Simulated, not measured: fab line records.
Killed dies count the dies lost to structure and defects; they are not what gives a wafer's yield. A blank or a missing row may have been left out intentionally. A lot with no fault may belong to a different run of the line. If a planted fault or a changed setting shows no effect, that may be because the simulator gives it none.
Chamber matching ; flow n5-finfet ; N5_BEOL_M14_DESCUM_33 on rie-diel-05: 4 sister chambers
The step chemistry O2, time 7.9 s. 4 wafers are shown with their chamber, then 11 later ones without.

== EACH WAFER AND ITS CHAMBER ==
wafer;chamber;drypump-motor-current-A (A)
L090.5;1;6.3
L091.1;2;6.6
L091.6;0;5.6
L092.3;3;5.6

== WAFERS WHOSE CHAMBER IS MISSING ==
wafer;drypump-motor-current-A (A)
L092.5;6.6
L092.6;5.6
L094.1;6.6
L094.5;6.3
L094.6;6.6
L095.2;5.5
L095.4;6.6
L095.6;6.2
L097.2;6.6
L097.3;6.2
L097.5;6.6

== CHAMBER TAKEN BY EACH ==
wafer;from the rows above;in truth
L092.5;2;2
L092.6;can't be placed: 0 or 3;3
L094.1;2;2
L094.5;1;1
L094.6;2;2
L095.2;can't be placed: 0 or 3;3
L095.4;2;2
L095.6;1;1
L097.2;2;2
L097.3;1;1
L097.5;2;2
Correctly placed: 9 of 11. These rows do not allow placing 2 (true chamber among the candidates in 2). Number placed wrongly: 0.
How it was worked out, from the rows above alone: a wafer's distance from a chamber is the root of the sum, over the readings, of the square of ((its reading less the chamber's mean) divided by the reading's scatter). The wafer belongs to the nearest chamber; if the next one is less than 2 further off, it can't be placed. The mean given for a chamber averages the wafers shown for that chamber. The scatter: root of mean squared gap, hidden wafer to nearest shown wafer, with one shown wafer a chamber.
